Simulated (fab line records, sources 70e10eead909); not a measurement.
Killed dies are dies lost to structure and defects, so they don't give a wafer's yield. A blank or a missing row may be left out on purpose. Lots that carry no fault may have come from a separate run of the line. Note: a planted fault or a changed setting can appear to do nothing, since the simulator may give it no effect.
fab line records	flow nand-harc
record: lots: 14	wafers: 42	last-day: 26
route steps=1159 shown A_START@389 A_ONON_D1@425 END@1159
lots that met no fault: taken from a fault-free run of the same line
start-h: hours from the record's opening day to when the first of the lot's shown wafers began	wait-h: hours since the lot's step before	" as in the row above	L1.1+2: a row that stands for several wafers	- no value present, or no start provided	* or withheld: withheld	< > ~ a bound
route shown NAME@n: names a module that has steps shown in the file, with the first one's number in the route	usual: average and standard deviation across the fault-free wafers	same: alike in all rows	chamber/n: place in a boat	sites: the reading at each site	_std_site: standard deviation across them	_edge_site: outer sites' mean less inner sites'	radius-mm: how far each site lies from the wafer's centre	mask NAME#n: copy n	behind: the most recent tool/chamber to have shaped the wafer	hold: the reason the lot was held/the length of the hold in hours/how it ended	device: which transistor (n, p or np) failed to switch	end of line: tests of these same wafers at the route's end	a step given without rows: its recipe and nothing more	killed: dies that structure and defects cost at the first sort, which is not the same as the wafer's yield	map: dies across one wafer; x = killed, . = not, _ = none there
set.NAME: the setting that was run; set.NAME@STEP: the one run at that earlier step	model.NAME: the simulator's own value behind a step, which no gauge read
route steps across a sampled set of lots; one table per step, one row per wafer
services: from which hour (start-h, from the record's first day; less than 0 if before it) a tool's chamber was out of use, for how many hours, and why
== steps ==
step: NHARC_A_START_INSPECT_01
usual: raw-defect-count: 3.1/1.7
lot.wafer	tool	chamber	start-h	wait-h	raw-defect-count
L170.3	defect-inspect-02	-	142.45	-	4
L170.4	"	-	"	"	2
L170.6	"	-	"	"	5
L172.1	defect-inspect-01	-	145.03	-	5
L172.2	"	-	"	"	1
L172.3	"	-	"	"	2
L171.1	defect-inspect-01	-	147.01	-	5
L171.2	"	-	"	"	3
L171.4	"	-	"	"	1
L173.2	defect-inspect-01	-	156.81	-	3
L173.4	"	-	"	"	4
L173.6	"	-	"	"	2
L174.1	defect-inspect-02	-	160.61	-	3
L174.2	"	-	"	"	2
L174.4	"	-	"	"	3
L175.1	defect-inspect-01	-	173.15	-	3
L175.2	"	-	"	"	4
L175.4	"	-	"	"	7
L177.1	defect-inspect-02	-	179.34	-	5
L177.2	"	-	"	"	2
L177.3	"	-	"	"	4
L181.2	defect-inspect-01	-	207.29	-	8
L181.3	"	-	"	"	4
L181.5	"	-	"	"	1
L180.4	defect-inspect-02	-	208.80	-	2
L180.5	"	-	"	"	2
L180.6	"	-	"	"	2
L184.2	defect-inspect-02	-	228.56	-	7
L184.3	"	-	"	"	1
L184.5	"	-	"	"	3
L188.1	defect-inspect-01	-	241.85	-	5
L188.3	"	-	"	"	3
L188.5	"	-	"	"	3
L190.1	defect-inspect-02	-	253.09	-	4
L190.2	"	-	"	"	2
L190.5	"	-	"	"	3
L191.1	defect-inspect-01	-	260.79	-	3
L191.2	"	-	"	"	3
L191.3	"	-	"	"	2
L192.2	defect-inspect-02	-	269.80	-	3
L192.3	"	-	"	"	0
L192.6	"	-	"	"	2
step: NHARC_A_ONON_D1_THK_MEAS_02
recipe: thk-meas-gauge: ellipsometry
usual: thk-nm: 1001/9.5
lot.wafer	tool	chamber	start-h	wait-h	thk-nm
L170.3	film-metro-01	-	164.80	-	991
L170.4	"	-	"	"	992
L170.6	"	-	"	"	991
L171.1	film-metro-02	-	168.40	-	999
L171.2	"	-	"	"	1001
L171.4	"	-	"	"	997
L172.1	film-metro-01	-	168.40	-	1007
L172.2	"	-	"	"	1008
L172.3	"	-	"	"	1006
L174.1	film-metro-02	-	181.31	-	994
L174.2	"	-	"	"	996
L174.4	"	-	"	"	993
L173.2	film-metro-01	-	181.31	-	1012
L173.4	"	-	"	"	1015
L173.6	"	-	"	"	1013
L175.1	film-metro-02	-	200.42	-	1002
L175.2	"	-	"	"	1002
L175.4	"	-	"	"	1003
L177.1	film-metro-01	-	200.42	-	1000
L177.2	"	-	"	"	998
L177.3	"	-	"	"	1001
L181.2	film-metro-01	-	231.06	-	1020
L181.3	"	-	"	"	1021
L181.5	"	-	"	"	1021
L180.4	film-metro-02	-	231.06	-	1003
L180.5	"	-	"	"	1004
L180.6	"	-	"	"	1005
L184.2	film-metro-01	-	252.09	-	1019
L184.3	"	-	"	"	1019
L184.5	"	-	"	"	1018
L188.1	film-metro-01	-	265.31	-	1006
L188.3	"	-	"	"	1005
L188.5	"	-	"	"	1005
L190.1	film-metro-02	-	275.94	-	1005
L190.2	"	-	"	"	1004
L190.5	"	-	"	"	1005
L191.1	film-metro-01	-	284.17	-	1004
L191.2	"	-	"	"	1003
L191.3	"	-	"	"	1002
L192.2	film-metro-01	-	295.10	-	1001
L192.3	"	-	"	"	1001
L192.6	"	-	"	"	1003
step: NHARC_A_ONON_D1_DEP_09
recipe: target-thk-a: 10000	n2-flow-sccm: 2750	n2o-flow-sccm: 2000	nh3-flow-sccm: 500	sih4-flow-sccm: 210	temp-c: 400
lot.wafer	tool	chamber	start-h	wait-h
L170.3+4+6	pecvd-onon-02	0	166.12	0.2
L172.1+2+3	pecvd-onon-04	0	169.58	0.1
L171.1+2+4	pecvd-onon-03	0	169.60	0.1
L174.1+2+4	pecvd-onon-03	0	182.49	0.1
L173.2+4+6	pecvd-onon-04	0	182.56	0.1
L175.1+2+4	pecvd-onon-02	0	201.60	0.1
L177.1+2+3	pecvd-onon-04	0	201.61	0.1
L181.2+3+5	pecvd-onon-04	0	232.32	0.1
L180.4+5+6	pecvd-onon-02	0	232.43	0.2
L184.2+3+5	pecvd-onon-04	0	253.37	0.1
L188.1+3+5	pecvd-onon-03	0	266.50	0.1
L190.1+2+5	pecvd-onon-03	0	277.16	0.1
L191.1+2+3	pecvd-onon-02	0	285.36	0.1
L192.2+3+6	pecvd-onon-03	0	296.35	0.1
step: NHARC_A_ONON_D1_THK_MEAS_11
recipe: thk-meas-gauge: ellipsometry
usual: thk-nm: 1001/9.3
lot.wafer	tool	chamber	start-h	wait-h	thk-nm
L170.3	film-metro-01	-	166.51	-	1016
L170.4	"	-	"	"	1015
L170.6	"	-	"	"	1016
L172.1	film-metro-01	-	170.09	-	1009
L172.2	"	-	"	"	1011
L172.3	"	-	"	"	1011
L171.1	film-metro-01	-	170.10	-	1016
L171.2	"	-	"	"	1015
L171.4	"	-	"	"	1014
L174.1	film-metro-01	-	183.01	-	988
L174.2	"	-	"	"	990
L174.4	"	-	"	"	990
L173.2	film-metro-02	-	183.01	-	1002
L173.4	"	-	"	"	1002
L173.6	"	-	"	"	1004
L175.1	film-metro-02	-	202.11	-	999
L175.2	"	-	"	"	999
L175.4	"	-	"	"	998
L177.1	film-metro-01	-	202.12	-	984
L177.2	"	-	"	"	986
L177.3	"	-	"	"	986
L180.4	film-metro-01	-	232.76	-	1009
L180.5	"	-	"	"	1010
L180.6	"	-	"	"	1010
L181.2	film-metro-02	-	232.77	-	480
L181.3	"	-	"	"	480
L181.5	"	-	"	"	481
L184.2	film-metro-01	-	253.83	-	465
L184.3	"	-	"	"	463
L184.5	"	-	"	"	466
L188.1	film-metro-01	-	267.01	-	1005
L188.3	"	-	"	"	1005
L188.5	"	-	"	"	1005
L190.1	film-metro-01	-	277.68	-	997
L190.2	"	-	"	"	998
L190.5	"	-	"	"	998
L191.1	film-metro-02	-	285.86	-	985
L191.2	"	-	"	"	988
L191.3	"	-	"	"	985
L192.2	film-metro-01	-	296.80	-	996
L192.3	"	-	"	"	996
L192.6	"	-	"	"	995
step: NHARC_END_SORT_01
recipe: temp-c: 25
usual: killed-at-array: 28/9.1	killed-at-other: 0.6/0.87	killed-at-periphery: 3.4/2.7	killed-dies: 32/9	killed-open: 3.2/1.9	killed-short: 2.0/1.3
same: gross-dies: 677
lot.wafer	tool	chamber	start-h	wait-h	killed-at-array	killed-at-other	killed-at-periphery	killed-dies	killed-open	killed-short
L181.2	prober-02	0	526.31	2.8	676	0	1	677	1	3
L181.3	prober-02	0	527.12	3.1	674	0	3	677	4	3
L181.5	prober-02	0	528.73	3.7	676	0	1	677	4	2
L184.2	prober-02	0	557.59	2.8	669	1	7	677	3	3
L184.3	prober-02	0	558.38	3.1	666	2	9	677	1	3
L184.5	prober-02	0	559.96	3.7	664	3	10	677	2	2
killed by level:class
L181.2 A_ONON_D1:area-dep=648 A_SLIT:chamber-film-flake=14 A_CHANNEL_HOLE_D1:chamber-film-flake=3 A_CHANNEL_FILL_D1:chamber-film-flake=3 A_CONTACT:chamber-film-flake=2 A_ONON_D1:geometric-particle:short=1 A_CHANNEL_HOLE_D1:geometric-particle:short=1 A_WL_FILL:geometric-particle:short=1
L181.3 A_ONON_D1:area-dep=641 A_SLIT:chamber-film-flake=15 A_CHANNEL_HOLE_D1:chamber-film-flake=8 A_STAIRCASE:chamber-film-flake=2 A_CONTACT:chamber-film-flake=2 P_STI:geometric-particle:open=1 P_GATE:geometric-particle:open=1 P_CONTACT:geometric-particle:short=1
L181.5 A_ONON_D1:area-dep=651 A_SLIT:chamber-film-flake=12 A_STAIRCASE:chamber-film-flake=3 A_CHANNEL_HOLE_D1:chamber-film-flake=2 A_STAIRCASE:geometric-particle:short=1 A_WL_FILL:geometric-particle:open=1 A_WL_FILL:geometric-particle:short=1 A_CONTACT:geometric-particle:open=1
L184.2 A_ONON_D1:area-dep=647 A_CONTACT:chamber-film-flake=7 A_CHANNEL_HOLE_D1:chamber-film-flake=4 A_STAIRCASE:chamber-film-flake=4 P_M0:chamber-film-flake=3 A_WL_FILL:geometric-particle:open=2 P_STI:chamber-film-flake=2 P_M2:geometric-particle:short=1
L184.3 A_ONON_D1:area-dep=648 A_CONTACT:chamber-film-flake=7 A_STAIRCASE:chamber-film-flake=4 P_STI:chamber-film-flake=2 P_M0:chamber-film-flake=2 P_GATE:chamber-film-flake=2 P_CONTACT:chamber-film-flake=2 A_CHANNEL_HOLE_D1:chamber-film-flake=2
L184.5 A_ONON_D1:area-dep=650 A_CHANNEL_HOLE_D1:chamber-film-flake=4 A_CONTACT:chamber-film-flake=4 A_STAIRCASE:chamber-film-flake=3 P_CONTACT:chamber-film-flake=3 P_M0:chamber-film-flake=3 THIN_TSV:chamber-film-flake=3 P_GATE:geometric-particle:open=2
== services ==
tool	chamber	start-h	hours	kind
pecvd-onon-03	-	153.00	13.0	pm
pecvd-onon-04	-	237.09	13.0	pm
pecvd-onon-02	-	292.17	13.0	pm
== key ==
first-sign: step: NHARC_A_ONON_D1_THK_MEAS_11	reading: thk-nm	direction: down	sigmas: 57	usual: 1001	struck: 472
effect: step: NHARC_END_SORT_01	reading: killed-dies	direction: up	sigmas: 72	usual: 32	struck: 677
more-kills-born-at: NHARC_A_ONON_D1_DEP_09@pecvd-onon-04: 3885
met-at NHARC_A_ONON_D1_DEP_09
struck-lots L181,L184
struck-wafers L181.2,L181.3,L181.5,L184.2,L184.3,L184.5
later-rows-left-out L181.2,L181.3,L181.5,L184.2,L184.3,L184.5
tester-left-out L181,L184
not-acting-at NHARC_A_START_INSPECT_01,NHARC_A_ONON_D1_THK_MEAS_02
onset-between 201.61 232.32
fault: kind: process-parameter-drift	tool: pecvd-onon-04	chamber: 0	onset-h: 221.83	steps: NHARC_A_ONON_D1_DEP_09	channel: target-thk-a	offset: *	shape: step	end-h: 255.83	acts-in: *	stated: *
tester-left-out: of these lots the tester's yield and bins aren't shown, on N5 and GAA mostly nor the transistor test; their killed dies are dies lost to structure and defects alone, not to doping, threshold or leakage, so they don't give the yield
later-rows-left-out: the simulator's readings of these wafers behind a module that went badly wrong aren't trusted and aren't shown, but for the sort
